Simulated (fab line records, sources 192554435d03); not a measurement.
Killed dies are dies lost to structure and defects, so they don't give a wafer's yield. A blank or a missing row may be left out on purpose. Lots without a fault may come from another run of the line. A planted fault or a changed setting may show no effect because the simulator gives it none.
Split-lot experiment | flow n5_finfet | 7 lots, 39 wafers read, on a route of 1938 steps

THE SPLIT
At N5_DUMMY_GATE_ETCH_37 (etches SOC in N2/H2, target depth 60 nm, overetch 30 nm), the setting source_w was moved away from the recipe's 840 W on 12 of the 39 wafers read, by -18.2% to +16.8%. The other wafers ran this setting at the recipe's value.

The reading is taken at the split's own step.

THE READING
rf_vpp_V, in V, at N5_DUMMY_GATE_ETCH_37 (etches SOC in N2/H2, target depth 60 nm, overetch 30 nm). Fault-free wafers of this fab line usually give 524.8 V, standard deviation 2.4 V.

wafer  | tool, chamber at the split | source_w as run, W | against the recipe | rf_vpp_V, V | against lot-mates on the recipe
L075.1 | rie_diel-02, 2             | 840                | recipe             | 521.2       | -
L075.2 | rie_diel-02, 3             | 926.9              | +10.3%             | 509.3       | -13.1
L075.3 | rie_diel-02, 1             | 926.9              | +10.3%             | 506.5       | -15.9
L075.4 | rie_diel-02, 0             | 840                | recipe             | 524.5       | -
L075.5 | rie_diel-02, 2             | 840                | recipe             | 521.4       | -
L075.6 | rie_diel-02, 3             | 926.9              | +10.3%             | 508.6       | -13.8
L076.1 | rie_diel-02, 2             | 840                | recipe             | 522.4       | -
L076.2 | rie_diel-02, 0             | 840                | recipe             | 524.0       | -
L076.5 | rie_diel-02, 2             | 840                | recipe             | 521.4       | -
L078.1 | rie_diel-06, 0             | 840                | recipe             | 526.2       | -
L078.2 | rie_diel-06, 1             | 840                | recipe             | 526.4       | -
L078.3 | rie_diel-06, 3             | 840                | recipe             | 523.4       | -
L078.4 | rie_diel-06, 2             | 840                | recipe             | 527.0       | -
L078.5 | rie_diel-06, 0             | 840                | recipe             | 525.7       | -
L078.6 | rie_diel-06, 1             | 840                | recipe             | 524.8       | -
L084.1 | rie_diel-02, 1             | 840                | recipe             | 523.2       | -
L084.2 | rie_diel-02, 0             | 840                | recipe             | 525.9       | -
L084.3 | rie_diel-02, 2             | 840                | recipe             | 521.7       | -
L084.4 | rie_diel-02, 3             | 840                | recipe             | 527.6       | -
L084.5 | rie_diel-02, 3             | 840                | recipe             | 526.5       | -
L084.6 | rie_diel-02, 2             | 840                | recipe             | 522.8       | -
L088.1 | rie_diel-06, 1             | 981.2              | +16.8%             | 500.0       | -26.2
L088.2 | rie_diel-06, 3             | 981.2              | +16.8%             | 495.5       | -30.7
L088.3 | rie_diel-06, 0             | 840                | recipe             | 526.0       | -
L088.4 | rie_diel-06, 2             | 840                | recipe             | 526.3       | -
L088.5 | rie_diel-06, 2             | 981.2              | +16.8%             | 501.1       | -25.1
L088.6 | rie_diel-06, 1             | 840                | recipe             | 526.3       | -
L091.1 | rie_diel-04, 1             | 686.8              | -18.2%             | 563.3       | +36.9
L091.2 | rie_diel-04, 3             | 840                | recipe             | 522.8       | -
L091.3 | rie_diel-04, 0             | 840                | recipe             | 526.8       | -
L091.4 | rie_diel-04, 3             | 686.8              | -18.2%             | 558.2       | +31.8
L091.5 | rie_diel-04, 1             | 840                | recipe             | 529.5       | -
L091.6 | rie_diel-04, 0             | 686.8              | -18.2%             | 562.9       | +36.5
L097.1 | rie_diel-04, 2             | 702.6              | -16.4%             | 555.6       | +28.8
L097.2 | rie_diel-04, 3             | 840                | recipe             | 525.2       | -
L097.3 | rie_diel-04, 0             | 840                | recipe             | 527.6       | -
L097.4 | rie_diel-04, 1             | 702.6              | -16.4%             | 561.5       | +34.7
L097.5 | rie_diel-04, 1             | 702.6              | -16.4%             | 559.2       | +32.4
L097.6 | rie_diel-04, 0             | 840                | recipe             | 527.5       | -

THE FIT
A straight line over all 39 wafers: rf_vpp_V changes by -1.84 V for each +1% of source_w; r = -0.99; the points scatter about the line by 2.8 V.
The same after taking each lot's own level away (the mean of its wafers on the recipe; 39 wafers): -1.78 V for each +1%; r = -0.99; scatter 2.4 V.
On that fit, the largest move of source_w shifts the reading by 32 V.
The lots' own levels span 522.37 to 526.77 V, that is 1.8 times the standard deviation above.
So the lot-to-lot level changes the slope little: the two slopes agree.
Check: with one of the wafers moved furthest among these (-18.2%) left out of the fit, the line predicts +32.9 V for it against its lot-mates. It came out at +36.9 V against them.
Tool readings at the split's step, against how far the setting was moved: rf_vpp_V r = -0.99.

OTHER SPLITS ON THESE WAFERS
These wafers also went through other splits before the reading. Each is held against what the fit with the lots' levels taken away leaves over:
other split on the same wafers       | wafers away from the commonest value | r with rf_vpp_V (lot level and that fit taken away)
N5_FIN_SAQP_ETCH_34 source_w         | 18                                   | +0.02
N5_FIN_CUT_ETCH_21 bias_w            | 12                                   | +0.28
N5_DUMMY_GATE_HM_DEP_06 target_thk_a | 30                                   | -0.09

THE WHOLE CHAIN: every reading that the file lists as answering this split, in the file's order
step                  | what it does                                            | reading                                                                             | change (the file's fit)               | r (the file's)
N5_DUMMY_GATE_ETCH_37 | etches SOC in N2/H2, target depth 60 nm, overetch 30 nm | rf_vpp_V                                                                            | -1.79 V for each +1% of the setting   | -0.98
N5_DUMMY_GATE_ETCH_37 | etches SOC in N2/H2, target depth 60 nm, overetch 30 nm | SiARC_of_DUMMY_GATE_COAT_35.thk_nm (the simulator's own value, which no gauge read) | -0.026 nm for each +1% of the setting | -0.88

THE FILE'S OWN FIT
rf_vpp_V changes by -1.79 V for each +1% of source_w, r = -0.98.
